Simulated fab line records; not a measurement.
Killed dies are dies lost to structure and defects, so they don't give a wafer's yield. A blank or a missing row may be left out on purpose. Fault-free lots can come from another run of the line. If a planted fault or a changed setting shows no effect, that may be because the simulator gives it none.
A struck lot beside a sound one :: flow n5_finfet :: 17 out of 1938 route steps
Sound: the wafers L755.1, L755.4, L755.5. The struck wafers were L768.3, L768.4, L768.5. The cause is named last.
At each step with rows: each side's tool, then ch and its chambers, then its first start. Under that, the readings that differ: sound wafers :: struck wafers :: difference of the means :: sigmas: that difference in standard deviations of wafers without a fault.
alike: words and numbers the same on both sides, and readings whose means are apart by under 2 such deviations; not compared: readings that were withheld, readings missing a value for some wafer, numbers with overlapping values and no deviation given by the record, and bounds like >300 which may hide the same value.
Wherever a step has rows on one side only, a row that says differs or no value, or a row with sigmas, the two part there. Non-overlapping numbers with no deviation appear without sigmas and do not part them. Lack of a reading on every wafer of one side parts them only where that side has two or more wafers.

N5_BEOL_M10_ETCH_62: etches SOC in N2/H2, target depth 110 nm, overetch 22 nm, time 165 s.
  sound on rie_diel-05 ch 1,2, day 11 21:22; struck on rie_diel-05 ch 2,3, day 15 02:56
  alike: chamber_pressure_mTorr, drypump_motor_current_A, oes_product_au, rf_vpp_V, showerhead_plenum_p_Torr, temp_c, throttle_valve_pct
  not compared: rf_hours_counter_h
then, 1 step without rows for these wafers: N5_BEOL_M10_STRIP_68 (strips in N2/H2).
N5_BEOL_M10_STRIP_67: strips in CF4.
  sound on rie_diel-05 ch 1,2, day 11 21:31; struck on rie_diel-05 ch 2,3, day 15 03:05
  alike: cf4_flow_sccm, chamber_pressure_mTorr, drypump_motor_current_A, oes_product_au, rf_vpp_V, showerhead_plenum_p_Torr, throttle_valve_pct
  not compared: rf_hours_counter_h
N5_BEOL_M10_HM_OPEN_17: chemistry Cl2/BCl3, target TiN, target depth 20 nm, overetch 6 nm.
  sound on rie_metal-02 ch 1, day 11 21:34; struck on rie_metal-03 ch 0,1, day 15 03:09
  alike: chamber_pressure_mTorr, drypump_motor_current_A, oes_product_au, throttle_valve_pct
  not compared: rf_hours_counter_h
N5_BEOL_M10_STRIP_19: strips in O2.
  sound on rie_diel-01 ch 1,2, day 11 21:49; struck on rie_diel-05 ch 1,2, day 15 03:14
  alike: chamber_pressure_mTorr, drypump_motor_current_A, oes_product_au, rf_vpp_V, showerhead_plenum_p_Torr, temp_c, throttle_valve_pct
  not compared: rf_hours_counter_h
N5_BEOL_M10_CD_MEAS_18: pitch 140 nm, target cd 70 nm.
  sound on cd_sem-01, day 11 21:53; struck on cd_sem-02, day 15 03:18
  alike: cd_nm
then, 6 steps without rows for these wafers: N5_BEOL_M10_COAT_63 (time 60 s, resist thk 100 nm); N5_BEOL_M10_COAT_64 (time 60 s, resist thk 30 nm); N5_BEOL_M10_COAT_22 (resist thk 90 nm); N5_BEOL_M10_EBR_24; N5_BEOL_M10_SOFTBAKE_23 (time 60 s); N5_BEOL_M10_EXPOSE_25 (exposes mask V9).
N5_BEOL_M10_PEB_26: peb time 60 s.
  sound on litho_track-01 ch 0, day 11 22:07; struck on litho_track-03 ch 0, day 15 03:34
  alike: chill_plate_temp_C, resist_line_temp_C
then, 1 step without rows for these wafers: N5_BEOL_M10_DEVELOP_27 (develop time 30 s).
N5_BEOL_M10_CD_MEAS_28 targets a cd of 70 nm.
  sound on cd_sem-02 ch 0, day 11 22:11; struck on cd_sem-03 ch 0, day 15 03:38
reading: cd_nm (nm)
sound: 69.5 70.2 69.6
struck: 77.9 77.0 76.3
difference: +7.3
sigmas: +8
N5_BEOL_M10_OVL_MEAS_29:
  sound on overlay-02 ch 0, day 11 22:13; struck on overlay-02 ch 0, day 15 03:40
  alike: V9_OVL
-- a jump in the record: the struck wafers' starts before and after are 2 days apart (it breaks off in module BEOL_M10 and resumes in module PASSIVATION, where the first step shown is number 1936 of the route) --
N5_PASSIVATION_PROBE_49:
  record: rows for the struck wafers here (prober-01, day 17 07:23), none for the sound ones

== WHERE THEY PART ==
First at N5_BEOL_M10_CD_MEAS_28; last, within this record, at N5_PASSIVATION_PROBE_49.

WHY: the cause the simulator had injected
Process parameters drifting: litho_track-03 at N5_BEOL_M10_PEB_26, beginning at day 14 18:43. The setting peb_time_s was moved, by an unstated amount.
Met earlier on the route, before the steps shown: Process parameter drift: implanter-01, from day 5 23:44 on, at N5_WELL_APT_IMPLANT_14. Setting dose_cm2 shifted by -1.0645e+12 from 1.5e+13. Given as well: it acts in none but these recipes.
